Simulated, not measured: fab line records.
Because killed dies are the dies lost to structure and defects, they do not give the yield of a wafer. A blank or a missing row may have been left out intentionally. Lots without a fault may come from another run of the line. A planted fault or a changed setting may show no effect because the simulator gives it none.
One fault through the eyes of 2 desks    flow n5-finfet    what lay behind the numbers comes last; until then each desk has only its own

METROLOGY DESK
What the gauges read for every lot (on any tool): the sampled wafers with a number, averaged. The brackets show how far a lot's mean lies from the usual mean; more than 4 standard deviations puts the lot out of limits, marked OUT. Shown are 7 of the 16 readings it has, namely the first that went out of limits plus those furthest out on some lot.
Columns: A = trench-depth-nm at N5_BEOL_M2_OCD_MEAS_38, usual 55.5 nm; B = M2_THK at N5_BEOL_M2_THK_MEAS_53, usual 40.3 nm; C = M2_RS at N5_BEOL_M2_RS_MEAS_58, usual 0.672 ohm/sq; D = DIBL_P at N5_BEOL_M4_RC_MEAS_101, usual 36.2 mV/V; E = ION_N at N5_BEOL_M4_RC_MEAS_101, usual 674 uA/um; F = SERP_M2 at N5_BEOL_M4_RC_MEAS_101, usual 197 ohm/um; G = SERP_M2_max_site at N5_BEOL_M4_RC_MEAS_101, usual 209 ohm/um
lot   first seen here  A               B               C                 D     E    F               G
L236  day 9 14:42      55.4            40.2            0.668             39.4  685  190             197
L238  day 10 05:17     55.9            40.6            0.659             34.0  668  200             207
L242  day 10 23:55     54.8            41.5            0.655             36.6  670  179             193
L245  day 11 19:03     73.9 (+28) OUT  59.8 (+15) OUT  0.410 (-10) OUT   36.6  681  125 (-6.0) OUT  131 (-5.2) OUT
L231  day 12 12:11     55.2            39.5            0.677             36.5  666  203             209
L249  day 12 12:59     55.2            41.3            0.655             34.6  669  191             200
L248  day 12 18:18     56.8            43.0            0.620             33.7  657  188             200
L246  day 13 00:49     73.4 (+27) OUT  58.5 (+14) OUT  0.425 (-9.5) OUT  36.1  673  120 (-6.4) OUT  133 (-5.1) OUT
Finding of this desk: L245, L246 out of limits; the first was L245 at day 12 23:02, on trench-depth-nm at N5_BEOL_M2_OCD_MEAS_38. In limits: L236, L238, L242, L231, L249, L248.

TOOL OWNER'S DESK, rie-diel-05
The tool's own readings at N5_BEOL_M2_TRENCH_ETCH_37 (etches SiOC in C4F6/O2, target depth 55.555 nm, time 29.2 s): means of the sampled wafers that have a number, for each lot that ran on this tool. The brackets show how far a lot's mean lies from the usual mean; more than 4 standard deviations puts the lot out of limits, marked OUT.
Columns: A = drypump-motor-current-A at N5_BEOL_M2_TRENCH_ETCH_37, usual 5.8 A; B = mfc-ar-sccm at N5_BEOL_M2_TRENCH_ETCH_37, usual 300.1 sccm; C = oes_o_777_au at N5_BEOL_M2_TRENCH_ETCH_37, usual 0.75 a.u.; D = oes-product-au at N5_BEOL_M2_TRENCH_ETCH_37, usual 0.75 a.u.; E = rf-vpp-V at N5_BEOL_M2_TRENCH_ETCH_37, usual 669 V; F = showerhead-plenum-p-Torr at N5_BEOL_M2_TRENCH_ETCH_37, usual 2.86 Torr; G = throttle-valve-pct at N5_BEOL_M2_TRENCH_ETCH_37, usual 20.86 %
lot   first seen here  A    B      C     D     E    F     G
L236  day 10 14:23     5.9  299.6  0.74  0.73  665  2.88  20.89
L238  day 11 05:51     6.1  299.7  0.79  0.79  668  2.79  20.62
L245  day 12 22:53     6.2  299.8  0.78  0.94  668  2.79  20.74
L246  day 13 17:40     5.8  300.1  0.70  0.84  664  2.82  20.87
Result from this desk: across the 4 lots, nothing is out of limits.

BROUGHT TOGETHER
At day 12 23:02 the metrology desk could have sounded an alarm, on L245, L246.
Nothing out of limits was seen by the tool owner's desk.
On record at the tool owner's desk: L245, L246, within its limits.
N5_BEOL_M2_TRENCH_ETCH_37 was run on rie-diel-05 by each of the lots named.

WHAT THE SIMULATOR PUT IN
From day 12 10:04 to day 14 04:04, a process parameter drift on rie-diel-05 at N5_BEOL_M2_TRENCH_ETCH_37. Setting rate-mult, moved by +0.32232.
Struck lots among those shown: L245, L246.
Hours from the fault's start to each desk's first reading out of limits: the metrology desk, 13.
